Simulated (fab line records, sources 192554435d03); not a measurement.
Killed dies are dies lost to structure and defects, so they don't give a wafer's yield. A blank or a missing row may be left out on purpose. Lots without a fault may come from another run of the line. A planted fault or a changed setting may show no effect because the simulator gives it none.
Split-lot experiment | flow n5_finfet | 7 lots, 21 wafers read, on a route of 1938 steps

THE SPLIT
At N5_BEOL_M6_TRENCH_ETCH_37 (etches SiCOH lowk in C4F6/O2, target depth 94.435 nm, time 31.5 s), the setting time_s was moved away from the recipe's 31.5 s on 4 of the 21 wafers read, by -19.0% to -9.4%. The other wafers ran this setting at the recipe's value.

FROM THE SPLIT TO THE READING: what the file shows between them, 11 steps
- N5_BEOL_M6_ETCH_41: etches SiCN in CH3F/O2, target depth 29.7 nm, time 52 s
- N5_BEOL_M6_STRIP_80: strips in N2/H2, time 10 s
- N5_BEOL_M6_OCD_MEAS_38
- N5_BEOL_M6_HM_STRIP_39: strips TiN in peroxide tin strip, target depth 25 nm, time 158 s
- N5_BEOL_M6_SRD_40: time 30 s
- N5_BEOL_M6_ECD_50: material Cu, target thk 300 nm
- N5_BEOL_M6_ANNEAL_51: time 90 s
- N5_BEOL_M6_CMP_52: polishes, stops on SiCOH lowk, t overpolish 6.9 s, target thk 80 nm
- N5_BEOL_M6_THK_MEAS_53: measures by xrf
- N5_BEOL_M6_PRE_CLEAN_55: time 15 s
- N5_BEOL_M6_DEP_56: deposits SiCN from 3MS/NH3, target thk 10 nm, time 17.5 s

THE READING
M6_RS, in ohm/sq, at N5_BEOL_M6_RS_MEAS_57 (measures by four-point-probe). Fault-free wafers of this fab line usually give 0.286 ohm/sq, standard deviation 0.011 ohm/sq.

wafer  | tool, chamber at the split | time_s as run, s | against the recipe | M6_RS, ohm/sq | against lot-mates on the recipe
L077.1 | rie_diel-04, 1             | 31.5             | recipe             | 0.298         | -
L077.2 | rie_diel-04, 2             | 31.5             | recipe             | 0.275         | -
L077.3 | rie_diel-04, 0             | 31.5             | recipe             | 0.287         | -
L079.3 | rie_diel-01, 0             | 31.5             | recipe             | 0.281         | -
L079.4 | rie_diel-01, 2             | 31.5             | recipe             | 0.261         | -
L079.6 | rie_diel-01, 3             | 31.5             | recipe             | 0.274         | -
L082.2 | rie_diel-02, 1             | 31.5             | recipe             | 0.283         | -
L082.3 | rie_diel-02, 0             | 31.5             | recipe             | 0.272         | -
L082.4 | rie_diel-02, 1             | 31.5             | recipe             | 0.287         | -
L084.1 | rie_diel-02, 0             | 31.5             | recipe             | 0.279         | -
L084.4 | rie_diel-02, 1             | 31.5             | recipe             | 0.280         | -
L084.5 | rie_diel-02, 3             | 31.5             | recipe             | 0.302         | -
L085.1 | rie_diel-01, 3             | 31.5             | recipe             | 0.282         | -
L085.4 | rie_diel-01, 0             | 28.53            | -9.4%              | 0.336         | +0.056
L085.5 | rie_diel-01, 3             | 31.5             | recipe             | 0.279         | -
L087.2 | rie_diel-02, 1             | 31.5             | recipe             | 0.291         | -
L087.3 | rie_diel-02, 2             | 25.91            | -17.7%             | 0.397         | +0.104
L087.4 | rie_diel-02, 3             | 31.5             | recipe             | 0.296         | -
L097.3 | rie_diel-02, 2             | 25.53            | -19.0%             | 0.405         | +0.099
L097.5 | rie_diel-02, 0             | 25.53            | -19.0%             | 0.373         | +0.067
L097.6 | rie_diel-02, 2             | 31.5             | recipe             | 0.306         | -

THE FIT
A straight line over all 21 wafers: M6_RS changes by -0.00576 ohm/sq for each +1% of time_s; r = -0.96; the points scatter about the line by 0.012 ohm/sq.
The same after taking each lot's own level away (the mean of its wafers on the recipe; 21 wafers): -0.00489 ohm/sq for each +1%; r = -0.96; scatter 0.01 ohm/sq.
On that fit, the largest move of time_s shifts the reading by 0.093 ohm/sq.
The lots' own levels span 0.2720 to 0.3060 ohm/sq, that is 3.1 times the standard deviation above.
So the lot-to-lot level changes the slope: the two fits differ.
Check: with one of the wafers moved furthest among these (-19.0%) left out of the fit, the line predicts +0.0901 ohm/sq for it against its lot-mates. It came out at +0.099 ohm/sq against them.

THE WHOLE CHAIN: every reading that the file lists as answering this split, in the file's order
step                      | what it does                                                        | reading                                                                      | change (the file's fit)               | r (the file's)
N5_BEOL_M6_TRENCH_ETCH_37 | etches SiCOH lowk in C4F6/O2, target depth 94.435 nm, time 31.5 s   | etch.depth_nm (the simulator's own value, which no gauge read)               | +0.859 nm for each +1% of the setting | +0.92
N5_BEOL_M6_TRENCH_ETCH_37 | etches SiCOH lowk in C4F6/O2, target depth 94.435 nm, time 31.5 s   | BEOL_M6.feature_depth_nm (the simulator's own value, which no gauge read)    | +0.854 nm for each +1% of the setting | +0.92
N5_BEOL_M6_OCD_MEAS_38    |                                                                     | trench_depth_nm                                                              | +0.848 nm for each +1% of the setting | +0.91
N5_BEOL_M6_CMP_52         | polishes, stops on SiCOH lowk, t overpolish 6.9 s, target thk 80 nm | Cu_of_BEOL_M6_ECD_50.thk_nm (the simulator's own value, which no gauge read) | +0.882 nm for each +1% of the setting | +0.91
N5_BEOL_M6_THK_MEAS_53    | measures by xrf                                                     | M6_THK                                                                       | +0.894 for each +1% of the setting    | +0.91
N5_BEOL_M6_RS_MEAS_57     | measures by four-point-probe                                        | M6_RS                                                                        | -0.00513 for each +1% of the setting  | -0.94

THE FILE'S OWN FIT
M6_RS changes by -0.00513 ohm/sq for each +1% of time_s, r = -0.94.
